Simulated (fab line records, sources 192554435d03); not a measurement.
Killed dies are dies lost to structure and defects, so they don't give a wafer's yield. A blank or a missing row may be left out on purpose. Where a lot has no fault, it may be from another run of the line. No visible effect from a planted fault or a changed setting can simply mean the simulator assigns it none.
The tool behind it: which one? | flow n5_finfet | Sampling: 11 lots, 33 wafers, 5 of 1938 route steps

WHAT THE GAUGES READ, wafer by wafer
Not one reading of a measure or inspect step in the record can be checked against a usual standard deviation.

WHICH TOOL RAN EACH LOT (tool, then ch and the chambers of the sampled wafers, then the start)
lot  | N5_BEOL_M4_ANNEAL_87         | N5_BEOL_M4_SPUTTER_92        | N5_BEOL_M5_COAT_05                | N5_BEOL_M5_DESCUM_16               | N5_PASSIVATION_PROBE_49
L960 | pvd_sputter-01, day 8 02:37  | pvd_sputter-01, day 8 03:11  | litho_track-05 ch 0, day 8 07:26  | rie_diel-05 ch 1,2,3, day 8 07:49  | prober-01, day 13 01:55
L961 | pvd_sputter-01, day 8 05:22  | pvd_sputter-01, day 8 05:57  | litho_track-04 ch 0, day 8 10:47  | rie_diel-03 ch 0,3, day 8 11:18    | prober-02, day 13 01:53
L962 | pvd_sputter-03, day 8 09:32  | pvd_sputter-03, day 8 10:07  | litho_track-04 ch 0, day 8 13:27  | rie_diel-04 ch 0,1,3, day 8 13:50  | prober-01, day 12 23:54
L963 | pvd_sputter-03, day 8 11:22  | pvd_sputter-03, day 8 11:57  | litho_track-02 ch 0, day 8 17:37  | rie_diel-04 ch 1,2,3, day 8 18:07  | prober-02, day 13 00:28
L964 | pvd_sputter-01, day 9 02:50  | pvd_sputter-01, day 9 03:25  | litho_track-05 ch 0, day 9 08:05  | rie_diel-04 ch 0,1, day 9 08:49    | prober-02, day 13 20:44
L965 | pvd_sputter-03, day 9 06:16  | pvd_sputter-03, day 9 06:50  | litho_track-05 ch 0, day 9 10:56  | rie_diel-04 ch 0,2,3, day 9 11:26  | prober-01, day 13 23:43
L972 | pvd_sputter-03, day 11 04:52 | pvd_sputter-03, day 11 05:26 | litho_track-05 ch 0, day 11 09:32 | rie_diel-03 ch 0,1,3, day 11 09:55 | prober-01, day 15 16:52
L973 | pvd_sputter-03, day 11 11:25 | pvd_sputter-03, day 11 12:00 | litho_track-05 ch 0, day 11 17:25 | rie_diel-03 ch 1,2,3, day 11 17:48 | prober-02, day 15 23:14
L978 | pvd_sputter-03, day 12 20:00 | pvd_sputter-03, day 12 20:35 | litho_track-02 ch 0, day 12 23:56 | rie_diel-03 ch 0,2,3, day 13 00:29 | prober-01, day 17 11:51
L979 | pvd_sputter-02, day 14 03:09 | pvd_sputter-02, day 14 03:44 | litho_track-04 ch 0, day 14 07:23 | rie_diel-05 ch 0,1,2, day 14 07:53 | prober-02, day 18 10:39
L982 | pvd_sputter-03, day 14 08:43 | pvd_sputter-03, day 14 09:17 | litho_track-04 ch 0, day 14 13:29 | rie_diel-04 ch 2,3, day 14 13:52   | prober-02, day 18 15:37
- N5_BEOL_M4_ANNEAL_87: time 240 s.
- N5_BEOL_M4_SPUTTER_92: material Cu, target thk 4.5 nm, time 8.29 s.
- N5_BEOL_M5_COAT_05: resist thk 30 nm.
- N5_BEOL_M5_DESCUM_16: chemistry O2, time 7 s.
- N5_PASSIVATION_PROBE_49

WHAT THE TOOLS THEMSELVES READ (means of the sampled wafers that have a number; where no wafer has one, the mark that the record gives instead)
N5_BEOL_M4_ANNEAL_87. Usual: heater_power_w reads 788 W (standard deviation 87).
lot  | tool           | heater_power_w (W) | flag
L960 | pvd_sputter-01 | 772                |
L961 | pvd_sputter-01 | 881                |
L962 | pvd_sputter-03 | 793                |
L963 | pvd_sputter-03 | 734                |
L964 | pvd_sputter-01 | 787                |
L965 | pvd_sputter-03 | 715                |
L972 | pvd_sputter-03 | 743                |
L973 | pvd_sputter-03 | 723                |
L978 | pvd_sputter-03 | 762                |
L979 | pvd_sputter-02 | 934                |
L982 | pvd_sputter-03 | 728                |

N5_BEOL_M4_SPUTTER_92. Usual: throttle_valve_pct reads 30.3 % (standard deviation 1).
lot  | tool           | throttle_valve_pct (%) | flag
L960 | pvd_sputter-01 | 30.7                   |
L961 | pvd_sputter-01 | 31.5                   |
L962 | pvd_sputter-03 | 29.9                   |
L963 | pvd_sputter-03 | 30.3                   |
L964 | pvd_sputter-01 | 30.7                   |
L965 | pvd_sputter-03 | 31.1                   |
L972 | pvd_sputter-03 | 30.5                   |
L973 | pvd_sputter-03 | 30.2                   |
L978 | pvd_sputter-03 | 29.7                   |
L979 | pvd_sputter-02 | 29.3                   |
L982 | pvd_sputter-03 | 30.1                   |

N5_BEOL_M5_COAT_05. Usual: spin_speed_rpm reads 1499.9 rpm (standard deviation 0.95).
lot  | tool           | spin_speed_rpm (rpm) | flag
L960 | litho_track-05 | 1498.7               |
L961 | litho_track-04 | 1500.7               |
L962 | litho_track-04 | 1499.5               |
L963 | litho_track-02 | 1500.5               |
L964 | litho_track-05 | 1498.5               |
L965 | litho_track-05 | 1500.0               |
L972 | litho_track-05 | 1589.3               | OFF
L973 | litho_track-05 | 1590.2               | OFF
L978 | litho_track-02 | 1499.6               |
L979 | litho_track-04 | 1498.7               |
L982 | litho_track-04 | 1500.2               |

N5_BEOL_M5_DESCUM_16. Usual: drypump_motor_current_A 5.6 A, standard deviation 0.47; oes_product_au 0.77 a.u., standard deviation 0.09; rf_vpp_V 243.2 V, standard deviation 1.3; showerhead_plenum_p_Torr 2.10 Torr, standard deviation 0.059; temp_c 39.99 C, standard deviation 0.11; throttle_valve_pct 20.54 %, standard deviation 0.23.
lot  | tool        | drypump_motor_current_A (A) | oes_product_au (a.u.) | rf_vpp_V (V) | showerhead_plenum_p_Torr (Torr) | temp_c (C) | throttle_valve_pct (%) | flag
L960 | rie_diel-05 | 5.5                         | 0.72                  | 243.2        | 2.09                            | 40.09      | 20.50                  |
L961 | rie_diel-03 | 5.6                         | 0.80                  | 244.1        | 2.14                            | 39.95      | 20.69                  |
L962 | rie_diel-04 | 5.6                         | 0.74                  | 243.6        | 2.09                            | 39.99      | 20.65                  |
L963 | rie_diel-04 | 5.7                         | 0.72                  | 241.5        | 2.05                            | 39.93      | 20.62                  |
L964 | rie_diel-04 | 5.9                         | 0.75                  | 241.7        | 2.09                            | 40.10      | 20.59                  |
L965 | rie_diel-04 | 5.9                         | 0.70                  | 243.0        | 2.04                            | 40.03      | 20.54                  |
L972 | rie_diel-03 | 5.4                         | 0.78                  | 243.7        | 2.11                            | 40.00      | 20.67                  |
L973 | rie_diel-03 | 5.3                         | 0.82                  | 244.4        | 2.14                            | 40.01      | 20.53                  |
L978 | rie_diel-03 | 5.4                         | 0.83                  | 243.6        | 2.11                            | 39.91      | 20.48                  |
L979 | rie_diel-05 | 5.6                         | 0.69                  | 242.6        | 2.11                            | 40.07      | 20.63                  |
L982 | rie_diel-04 | 5.5                         | 0.92                  | 243.5        | 2.12                            | 39.90      | 20.27                  |

N5_PASSIVATION_PROBE_49. Usual: defect_limited_yield 91.4 %, standard deviation 1.3; killed_at_M0_to_M3 34, standard deviation 10; killed_at_M4_up 14, standard deviation 5.6; killed_at_contacts 13, standard deviation 5.9; killed_at_front_end 37, standard deviation 9.9; killed_at_other 3.5, standard deviation 2.8; killed_dies 101, standard deviation 15; killed_on_rim 13, standard deviation 3.9; killed_open 67, standard deviation 12; killed_short 32, standard deviation 6.6; sort_bin_5_function 5.0 %, standard deviation 0.81; sort_bin_6_memory 3.2 %, standard deviation 0.66; sort_bin_8_speed 0.00 %, standard deviation 0.007; sort_n_pass 1079, standard deviation 15; sort_yield_pct 91.4 %, standard deviation 1.3.
lot  | tool      | defect_limited_yield (%) | killed_at_M0_to_M3 | killed_at_M4_up | killed_at_contacts | killed_at_front_end | killed_at_other | killed_dies | killed_on_rim | killed_open | killed_short | sort_bin_5_function (%) | sort_bin_6_memory (%) | sort_bin_8_speed (%) | sort_n_pass | sort_yield_pct (%) | flag
L960 | prober-01 | 90.4                     | 33                 | 10              | 16                 | 52                  | 1.7             | 113         | 14            | 74          | 38           | 5.6                     | 3.7                   | 0.03                 | 1067        | 90.4               | OFF
L961 | prober-02 | 91.8                     | 32                 | 9               | 17                 | 34                  | 4.3             | 96          | 12            | 64          | 31           | 4.9                     | 2.9                   | 0.00                 | 1084        | 91.8               |
L962 | prober-01 | 91.2                     | 34                 | 13              | 23                 | 30                  | 5.3             | 104         | 13            | 71          | 32           | 5.0                     | 3.3                   | 0.00                 | 1076        | 91.2               |
L963 | prober-02 | 92.5                     | 35                 | 16              | 7                  | 27                  | 3.0             | 88          | 15            | 58          | 28           | 4.2                     | 3.0                   | 0.00                 | 1092        | 92.5               |
L964 | prober-02 | 91.5                     | 36                 | 13              | 14                 | 36                  | 2.0             | 101         | 11            | 71          | 29           | 5.4                     | 2.8                   | 0.00                 | 1079        | 91.5               |
L965 | prober-01 | 92.1                     | 36                 | 22              | 9                  | 24                  | 1.3             | 93          | 13            | 66          | 26           | 4.9                     | 2.8                   | 0.00                 | 1087        | 92.1               |
L972 | prober-01 | 91.8                     | 22                 | 23              | 10                 | 40                  | 2.7             | 97          | 13            | 68          | 28           | 4.9                     | 2.9                   | 0.00                 | 1083        | 91.8               |
L973 | prober-02 | 92.3                     | 22                 | 11              | 28                 | 27                  | 3.0             | 91          | 14            | 57          | 34           | 4.6                     | 3.0                   | 0.00                 | 1089        | 92.3               |
L978 | prober-01 | 92.3                     | 34                 | 10              | 9                  | 32                  | 5.7             | 91          | 11            | 54          | 35           | 4.7                     | 2.8                   | 0.00                 | 1089        | 92.3               |
L979 | prober-02 | 91.3                     | 31                 | 19              | 14                 | 35                  | 4.0             | 103         | 12            | 68          | 33           | 5.3                     | 3.1                   | 0.00                 | 1077        | 91.3               |
L982 | prober-02 | 91.4                     | 36                 | 15              | 11                 | 36                  | 3.3             | 102         | 11            | 65          | 37           | 5.1                     | 3.4                   | 0.00                 | 1078        | 91.4               |

THE ANSWER, worked out from the rows above alone
Rule: a lot counts as off when the mean over its wafers that have a number is more than 3 standard deviations away from the usual mean. Also off: a lot with no number at a reading for which 4 or more lots have one. The other lots that the step has rows for count as sound. Order of review: gauges by route order, followed by the tools' own readings, for which a lot's mean as printed above is used. The first step at which some lot is off is used, and at that step the reading that is off furthest; a lot without a number counts as furthest.
Off: L972, L973, at N5_BEOL_M5_COAT_05 (spin_speed_rpm).
A tool fits if, at that step or a process step before it, it ran every lot that is off, and no sound lot after the first of them. One candidate fits, namely litho_track-05 at N5_BEOL_M5_COAT_05. Its last sound lot is L965 (day 9 10:56), its first lot that is off L972 (day 11 09:32): a fault that began between those two fits.
On the lots that are off, the tool's own readings at N5_BEOL_M5_COAT_05 differ by more than 5 times the standard deviation of the sound lots' means, which bears it out; spin_speed_rpm reads 1589.8 rpm there versus 1499.6 rpm on the sound lots.

WHAT THE SIMULATOR HAD INSERTED
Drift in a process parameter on litho_track-05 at N5_BEOL_M5_COAT_05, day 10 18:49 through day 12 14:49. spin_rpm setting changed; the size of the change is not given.
Shown lots that were struck: L972, L973. The same result came from the rule above.
